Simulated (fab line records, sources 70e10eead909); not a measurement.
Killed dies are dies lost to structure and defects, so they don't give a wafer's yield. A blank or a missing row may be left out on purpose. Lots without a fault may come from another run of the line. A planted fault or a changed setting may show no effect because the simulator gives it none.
fab line records | flow nand_harc | part 2 of 2: steps 29 to 42 of 42
record lots=5 wafers=15 last_day=27
route steps=1159 shown P_BONDPAD@382 A_START@389 A_ZERO_WELL@390 A_SOURCE_PLATE@413 A_ONON_D1@424
lots that met no fault: from a run of the same line without faults
start_h: hours from the record's first day to the start of the lot's first wafer shown | wait_h: hours since the lot's step before | " the same as in the row above | L1.1+2: a row that stands for several wafers | - no value, or no start given | * or withheld: withheld | < > ~ a bound
route shown NAME@n: a module of which the file shows steps, and the number in the route of the first | usual: mean/standard deviation of fault-free wafers | same: alike in all rows | chamber/n: place in a boat | sites: the reading at each site | _std_site: their standard deviation | _edge_site: outer sites' mean less inner sites' | radius_mm: how far each site lies from the wafer's centre | mask NAME#n: copy n | behind: the tool/chamber that last shaped the wafer | hold: why the lot was held/for how many hours/how that ended | device: the transistor (n, p or np) that didn't switch | end of line: the same wafers' tests at the end of the route | a step without rows: its recipe alone | killed: dies lost to structure and defects at the first sort, not the wafer's yield | map: a wafer's dies, x killed, . not, _ none there
set.NAME: the setting as run; set.NAME@STEP: as run at that earlier step | model.NAME: the simulator's own value behind a step, which no gauge read
lots at some steps of the route; a table a step, a row a wafer
services: from which hour (start_h, from the record's first day; less than 0 if before it) a tool's chamber was out of use, for how many hours, and why
## steps
# step NHARC_A_SOURCE_PLATE_PRECLEAN_00
# recipe time_s=60 chemistry=HF-LAST
# columns lot.wafer tool chamber start_h wait_h
L074.2+3+4 wet_bench-03 1,2,4 197.91 0.1
L078.5+4+2 wet_bench-06 3,5,6 198.70 0.1
L080.1+2+3 wet_bench-03 0,1,2 209.09 0.1
L085.5+3+4 wet_bench-06 5,6,0 221.39 0.1
L092.3+4+5 wet_bench-02 3,6,0 235.79 0.0
# step NHARC_A_SOURCE_PLATE_SRD_01
# columns lot.wafer tool chamber start_h wait_h
L074.2+3+4 wet_bench-03 1,2,4 - -
L078.5+4+2 wet_bench-06 3,5,6 - -
L080.1+2+3 wet_bench-03 0,1,2 - -
L085.5+3+4 wet_bench-06 5,6,0 - -
L092.3+4+5 wet_bench-02 3,6,0 - -
# step NHARC_A_SOURCE_PLATE_OXIDE_02
# recipe target_thk_a=100 temp_c=900 ox_time_s=1362 material=SiO2
# columns lot.wafer tool chamber start_h wait_h
L074.2+3+4 furnace-05 0 198.51 -
L078.2+4+5 furnace-04 0 202.01 -
L080.1+2+3 furnace-04 0 210.57 -
L085.3+4+5 furnace-08 0 223.07 -
L092.3+4+5 furnace-08 0 235.99 -
# step NHARC_A_SOURCE_PLATE_THK_MEAS_09
# recipe thk_meas_gauge=ellipsometry
# usual thk_nm=9.7/1
# columns lot.wafer tool chamber start_h wait_h thk_nm
L074.2 film_metro-01 - 202.53 0.4 10.6
L074.3 " - " " 8.3
L074.4 " - " " 10.0
L078.2 film_metro-01 - 206.04 0.4 12.1
L078.4 " - " " 8.5
L078.5 " - " " 7.7
L080.1 film_metro-02 - 214.65 0.4 10.2
L080.2 " - " " 7.8
L080.3 " - " " 9.6
L085.3 film_metro-02 - 227.07 0.4 10.3
L085.4 " - " " 11.8
L085.5 " - " " 11.6
L092.3 film_metro-01 - 240.06 0.4 10.1
L092.4 " - " " 9.5
L092.5 " - " " 9.4
# step NHARC_A_SOURCE_PLATE_PVD_04
# recipe target_thk_a=500 material=WSi2
# columns lot.wafer tool chamber start_h wait_h
L074.4+2+3 pvd_sputter-01 - 202.58 0.1
L078.2+4+5 pvd_sputter-01 - 206.11 0.1
L080.2+1+3 pvd_sputter-01 - 214.90 0.3
L085.4+3+5 pvd_sputter-02 - 227.17 0.1
L092.3+4+5 pvd_sputter-03 - 240.14 0.1
# step NHARC_A_SOURCE_PLATE_CVD_03
# recipe target_thk_a=2000 temp_c=620 pressure_mtorr=200 time_s=4000 material=poly-Si
# columns lot.wafer tool chamber start_h wait_h
L074.2+3+4 lpcvd_poly-02 0 205.10 -
L078.2+4+5 lpcvd_poly-04 0 208.61 -
L080.1+2+3 lpcvd_poly-01 0 217.41 -
L085.3+4+5 lpcvd_poly-01 0 229.81 -
L092.3+4+5 lpcvd_poly-04 0 242.63 -
# step NHARC_A_SOURCE_PLATE_ANNEAL_05
# recipe temp_c=850 time_s=1800
# columns lot.wafer tool chamber start_h wait_h
L074.2+3+4 furnace-08 0 214.10 5.9
L078.2+4+5 furnace-08 0 214.10 2.4
L080.1+2+3 furnace-04 0 224.07 3.5
L085.3+4+5 furnace-04 0 236.59 3.6
L092.3+4+5 furnace-08 0 246.16 0.4
# step NHARC_A_SOURCE_PLATE_THK_MEAS_06
# recipe thk_meas_gauge=ellipsometry
# usual thk_nm=199.2/2.7
# columns lot.wafer tool chamber start_h wait_h thk_nm
L074.2 film_metro-02 - 217.98 0.4 195.7
L074.3 " - " " 198.6
L074.4 " - " " 199.7
L078.2 film_metro-02 - 218.01 0.4 198.4
L078.4 " - " " 197.8
L078.5 " - " " 200.5
L080.1 film_metro-01 - 228.04 0.4 198.7
L080.2 " - " " 199.8
L080.3 " - " " 203.6
L085.3 film_metro-01 - 240.58 0.4 204.2
L085.4 " - " " 203.7
L085.5 " - " " 202.8
L092.3 film_metro-02 - 250.05 0.4 198.5
L092.4 " - " " 200.2
L092.5 " - " " 197.7
# step NHARC_A_SOURCE_PLATE_INSPECT_08
# usual raw_defect_count=57/23
# columns lot.wafer tool chamber start_h wait_h raw_defect_count
L074.2 defect_inspect-01 - 218.07 0.0 32
L074.3 " - " " 50
L074.4 " - " " 43
L078.2 defect_inspect-02 - 218.07 0.0 66
L078.4 " - " " 78
L078.5 " - " " 71
L080.1 defect_inspect-02 - 228.11 0.0 41
L080.2 " - " " 46
L080.3 " - " " 41
L085.3 defect_inspect-01 - 240.64 0.0 43
L085.4 " - " " 58
L085.5 " - " " 67
L092.3 defect_inspect-02 - 250.13 0.0 61
L092.4 " - " " 52
L092.5 " - " " 51
# step NHARC_A_ONON_D1_DEP_00
# recipe target_thk_a=10000 n2_flow_sccm=2750 n2o_flow_sccm=2000 nh3_flow_sccm=500 sih4_flow_sccm=210 temp_c=400
# usual sih4_flow_sccm=210.0/0.65
# columns lot.wafer tool chamber start_h wait_h sih4_flow_sccm
L074.2 pecvd_onon-03 0 218.19 0.1 210.3
L074.3 " 0 " " 209.8
L074.4 " 0 " " 210.7
L078.2 pecvd_onon-04 0 218.53 0.5 210.5
L078.4 " 0 " " 210.9
L078.5 " 0 " " 209.7
L080.1 pecvd_onon-02 0 228.17 0.1 208.2
L080.2 " 0 " " 209.5
L080.3 " 0 " " 209.1
L085.3 pecvd_onon-03 0 241.27 0.6 210.5
L085.4 " 0 " " 210.0
L085.5 " 0 " " 211.1
L092.3 pecvd_onon-02 0 250.31 0.2 210.4
L092.4 " 0 " " 210.7
L092.5 " 0 " " 208.7
# step NHARC_A_ONON_D1_THK_MEAS_02
# recipe thk_meas_gauge=ellipsometry
# usual thk_nm=1003/9.7
# columns lot.wafer tool chamber start_h wait_h thk_nm
L074.2 film_metro-01 - 218.65 - 993
L074.3 " - " " 993
L074.4 " - " " 991
L078.2 film_metro-01 - 218.99 - 1014
L078.4 " - " " 1015
L078.5 " - " " 1015
L080.1 film_metro-01 - 228.68 - 995
L080.2 " - " " 995
L080.3 " - " " 997
L085.3 film_metro-01 - 241.66 - 1018
L085.4 " - " " 1017
L085.5 " - " " 1017
L092.3 film_metro-02 - 250.71 - 1008
L092.4 " - " " 1007
L092.5 " - " " 1006
# step NHARC_A_ONON_D1_DEP_03
# recipe target_thk_a=10000 n2_flow_sccm=2750 n2o_flow_sccm=2000 nh3_flow_sccm=500 sih4_flow_sccm=210 temp_c=400
# usual sih4_flow_sccm=210.0/0.63
# columns lot.wafer tool chamber start_h wait_h sih4_flow_sccm
L074.2 pecvd_onon-03 0 218.91 0.3 209.9
L074.3 " 0 " " 210.4
L074.4 " 0 " " 209.8
L078.2 pecvd_onon-04 0 219.23 0.2 209.5
L078.4 " 0 " " 210.1
L078.5 " 0 " " 209.9
L080.1 pecvd_onon-04 0 228.74 0.1 210.3
L080.2 " 0 " " 210.6
L080.3 " 0 " " 210.1
L085.3 pecvd_onon-02 0 242.33 0.7 209.2
L085.4 " 0 " " 209.9
L085.5 " 0 " " 209.6
L092.3 pecvd_onon-04 0 250.90 0.2 209.5
L092.4 " 0 " " 210.9
L092.5 " 0 " " 211.0
# step NHARC_A_ONON_D1_THK_MEAS_05
# recipe thk_meas_gauge=ellipsometry
# usual thk_nm=1002/8.1
# columns lot.wafer tool chamber start_h wait_h thk_nm
L074.2 film_metro-01 - 219.36 - 1002
L074.3 " - " " 1002
L074.4 " - " " 1004
L078.2 film_metro-01 - 219.70 - 996
L078.4 " - " " 994
L078.5 " - " " 993
L080.1 film_metro-01 - 229.25 - 995
L080.2 " - " " 995
L080.3 " - " " 996
L085.3 film_metro-02 - 242.73 - 996
L085.4 " - " " 997
L085.5 " - " " 997
L092.3 film_metro-01 - 251.30 - 998
L092.4 " - " " 998
L092.5 " - " " 998
# step NHARC_A_ONON_D1_DEP_06
# recipe target_thk_a=10000 n2_flow_sccm=2750 n2o_flow_sccm=2000 nh3_flow_sccm=500 sih4_flow_sccm=210 temp_c=400
# usual sih4_flow_sccm=210.0/0.63
# columns lot.wafer tool chamber start_h wait_h sih4_flow_sccm
L074.2 pecvd_onon-04 0 219.59 0.2 209.9
L074.3 " 0 " " 211.2
L074.4 " 0 " " 209.8
L078.2 pecvd_onon-04 0 219.94 0.2 211.5
L078.4 " 0 " " 211.5
L078.5 " 0 " " 210.5
L080.1 pecvd_onon-02 0 229.79 0.5 210.4
L080.2 " 0 " " 209.4
L080.3 " 0 " " 210.5
L085.3 pecvd_onon-03 0 243.72 1.0 210.7
L085.4 " 0 " " 210.6
L085.5 " 0 " " 211.4
L092.3 pecvd_onon-03 0 251.47 0.2 210.1
L092.4 " 0 " " 208.7
L092.5 " 0 " " 209.4
## services
# columns tool chamber start_h hours kind
rie_si-05 0 173.16 24.3 repair
rie_diel-01 1 173.41 8.6 repair
rie_si-05 1 178.44 18.9 repair
pvd_sputter-03 - 179.13 6.0 repair
wet_bench-02 - 180.00 8.0 pm
rie_si-06 - 183.00 9.0 pm
rie_diel-08 3 187.23 4.9 repair
pvd_sputter-01 - 193.37 2.8 repair
wet_bench-05 - 196.80 8.0 pm
rie_diel-12 - 202.44 9.0 pm
lpcvd_poly-04 - 206.62 1.7 repair
wet_bench-06 - 208.57 7.0 repair
rie_diel-05 0 209.18 6.5 repair
krf_scanner-02 - 210.00 4.0 pm
litho_track-03 - 213.00 7.0 pm
pvd_sputter-02 - 214.07 10.0 pm
rie_diel-03 - 215.30 9.0 pm
wet_bench-08 - 230.40 8.0 pm
pecvd_onon-04 - 237.00 13.0 pm
litho_track-05 - 237.01 7.0 pm
rie_si-05 - 239.00 9.0 pm
rie_diel-01 1 241.90 7.6 repair
wet_bench-10 - 247.20 8.0 pm
pvd_sputter-03 - 249.65 10.3 repair
